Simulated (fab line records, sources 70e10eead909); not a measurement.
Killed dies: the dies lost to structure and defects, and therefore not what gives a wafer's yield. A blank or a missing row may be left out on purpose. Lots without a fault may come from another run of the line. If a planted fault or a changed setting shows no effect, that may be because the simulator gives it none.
Chamber matching :: flow nand_harc :: NHARC_A_WL_FILL_CMP_12 on cmp-02: 4 sister chambers
The step polishes, t overpolish 30 s, target thk 75 nm. 8 wafers are shown with their chamber, then 9 later ones without.

== EACH WAFER AND ITS CHAMBER ==
wafer: L080.4
chamber: 2
time_to_endpoint_s (s): 10.8
motor_current_A (A): 12.3

wafer: L083.4
chamber: 0
time_to_endpoint_s (s): 17.9
motor_current_A (A): 11.1

wafer: L088.1
chamber: 2
time_to_endpoint_s (s): 13.8
motor_current_A (A): 12.6

wafer: L088.3
chamber: 1
time_to_endpoint_s (s): 19.9
motor_current_A (A): 10.8

wafer: L088.5
chamber: 3
time_to_endpoint_s (s): 12.2
motor_current_A (A): 11.3

wafer: L090.1
chamber: 1
time_to_endpoint_s (s): 15.4
motor_current_A (A): 11.6

wafer: L090.3
chamber: 0
time_to_endpoint_s (s): 15.5
motor_current_A (A): 11.0

wafer: L090.6
chamber: 3
time_to_endpoint_s (s): 10.4
motor_current_A (A): 11.2

== WAFERS WITH NO CHAMBER GIVEN ==
wafer: L091.4
time_to_endpoint_s (s): 16.8
motor_current_A (A): 11.7

wafer: L091.5
time_to_endpoint_s (s): 10.3
motor_current_A (A): 11.1

wafer: L091.6
time_to_endpoint_s (s): 16.5
motor_current_A (A): 10.9

wafer: L093.2
time_to_endpoint_s (s): 15.8
motor_current_A (A): 10.7

wafer: L093.3
time_to_endpoint_s (s): 14.4
motor_current_A (A): 10.7

wafer: L093.6
time_to_endpoint_s (s): 12.2
motor_current_A (A): 12.3

wafer: L094.2
time_to_endpoint_s (s): 14.1
motor_current_A (A): 13.3

wafer: L094.4
time_to_endpoint_s (s): 17.2
motor_current_A (A): 11.5

wafer: L094.5
time_to_endpoint_s (s): 15.5
motor_current_A (A): 11.0

== THE CHAMBER EACH PASSED THROUGH ==
wafer: L091.4
from the rows above: can't be placed: 1 or 0 or 3 or 2
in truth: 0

wafer: L091.5
from the rows above: 3
in truth: 3

wafer: L091.6
from the rows above: can't be placed: 0 or 1
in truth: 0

wafer: L093.2
from the rows above: can't be placed: 0 or 1 or 3
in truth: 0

wafer: L093.3
from the rows above: can't be placed: 0 or 1 or 3
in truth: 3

wafer: L093.6
from the rows above: 2
in truth: 2

wafer: L094.2
from the rows above: 2
in truth: 2

wafer: L094.4
from the rows above: can't be placed: 1 or 0 or 3
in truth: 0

wafer: L094.5
from the rows above: can't be placed: 0 or 1 or 3
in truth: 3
Correct placement for 3 of the 9. Unplaceable from these rows: 6, with the true chamber sitting among the candidates in 6. Wrongly placed: 0.
How it was worked out, from the rows above alone: a wafer's distance from a chamber is the root of the sum, over the readings, of the square of ((its reading less the chamber's mean) divided by the reading's scatter). If the next closest chamber is less than 2 further off than the closest, the wafer can't be placed; otherwise it belongs to the closest. A chamber's mean is the mean of its shown wafers. The scatter is the square root of a quotient: the sum, over the shown wafers, of each reading's squared deviation from its chamber's mean, divided by wafers minus chambers.
